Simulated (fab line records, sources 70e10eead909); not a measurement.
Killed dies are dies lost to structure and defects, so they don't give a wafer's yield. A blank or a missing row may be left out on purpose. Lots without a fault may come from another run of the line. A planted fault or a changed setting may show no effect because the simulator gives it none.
A struck lot beside a sound one | flow nand_harc | 14 steps out of a route of 1159
Sound: wafers L682.1, L682.5, L682.6. Struck: wafer L690.3. (L690.5 of the same lot was not struck and is left out.) The cause comes at the end.
At each step with rows: each side's tool, then ch and its chambers, then its first start. Under that, the readings that differ: sound wafers | struck wafers | difference of the means | sigmas: that difference in standard deviations of wafers without a fault.
alike: readings whose means differ by less than 2 such deviations, and words and numbers that are the same on both sides. not compared: withheld readings, readings that some wafer has no value for, bounds like >300 that may hide the same value, and numbers for which the record gives no deviation and whose values overlap.
The two part at a step that has a row with sigmas, a row that says differs or no value, or rows on one side only. Numbers that don't overlap but have no deviation are shown without sigmas and don't part them. A reading that every wafer of one side lacks parts them only if that side has two wafers or more.

NHARC_A_ZERO_WELL_INSPECT_17:
  sound on defect_inspect-01, day 7 07:59; struck on defect_inspect-01, day 10 00:50
  alike: raw_defect_count
then, 3 steps without rows for these wafers: NHARC_A_SOURCE_PLATE_PRECLEAN_00 (cleans in HF-LAST, time 60 s); NHARC_A_SOURCE_PLATE_SRD_01; NHARC_A_SOURCE_PLATE_OXIDE_02 (material SiO2, target thk 10 nm, ox time 1362 s).
NHARC_A_SOURCE_PLATE_THK_MEAS_09: measures by ellipsometry.
  sound on film_metro-01, day 7 14:55; struck on film_metro-02, day 10 05:20
  alike: thk_nm
then, 3 steps without rows for these wafers: NHARC_A_SOURCE_PLATE_PVD_04 (deposits WSi2, target thk 50 nm); NHARC_A_SOURCE_PLATE_CVD_03 (deposits poly-Si, target thk 200 nm, time 4000 s); NHARC_A_SOURCE_PLATE_ANNEAL_05 (time 1800 s).
NHARC_A_SOURCE_PLATE_THK_MEAS_06: measures by ellipsometry.
  sound on film_metro-02, day 8 00:55; struck on film_metro-02, day 10 18:07
  alike: thk_nm
NHARC_A_SOURCE_PLATE_INSPECT_08:
  sound on defect_inspect-01, day 8 01:00; struck on defect_inspect-01, day 10 18:10
  alike: raw_defect_count
NHARC_A_ONON_D1_DEP_00: target thk 1000 nm.
  sound on pecvd_onon-02 ch 0, day 8 01:04; struck on pecvd_onon-03 ch 0, day 10 18:21
NHARC_A_ONON_D1_THK_MEAS_02: measures by ellipsometry.
  sound on film_metro-02, day 8 01:35; struck on film_metro-02, day 10 18:45
  reading     | sound          | struck | difference | sigmas
  thk_nm (nm) | 1020 1018 1020 | 1471   | +452       | +41
then, 1 step without rows for these wafers: NHARC_A_ONON_D1_DEP_03 (target thk 1000 nm).
-- the record jumps here: 12 days lie between the struck wafers' starts before and after (it left off in module A_ONON_D1 and takes up again in module END, whose first step shown is number 1159 of the route) --
NHARC_END_SORT_01:
  sound on prober-01 ch 0, day 19 17:32; struck on prober-02 ch 0, day 22 14:59
  reading         | sound    | struck | difference | sigmas
  killed_at_array | 25 27 30 | 676    | +649       | +65
  killed_dies     | 31 30 34 | 677    | +645       | +65
  alike: killed_at_other, killed_at_periphery, killed_open, killed_short

WHERE THEY PART
First at NHARC_A_ONON_D1_THK_MEAS_02; last, within this record, at NHARC_END_SORT_01.

WHY: what the simulator had put in
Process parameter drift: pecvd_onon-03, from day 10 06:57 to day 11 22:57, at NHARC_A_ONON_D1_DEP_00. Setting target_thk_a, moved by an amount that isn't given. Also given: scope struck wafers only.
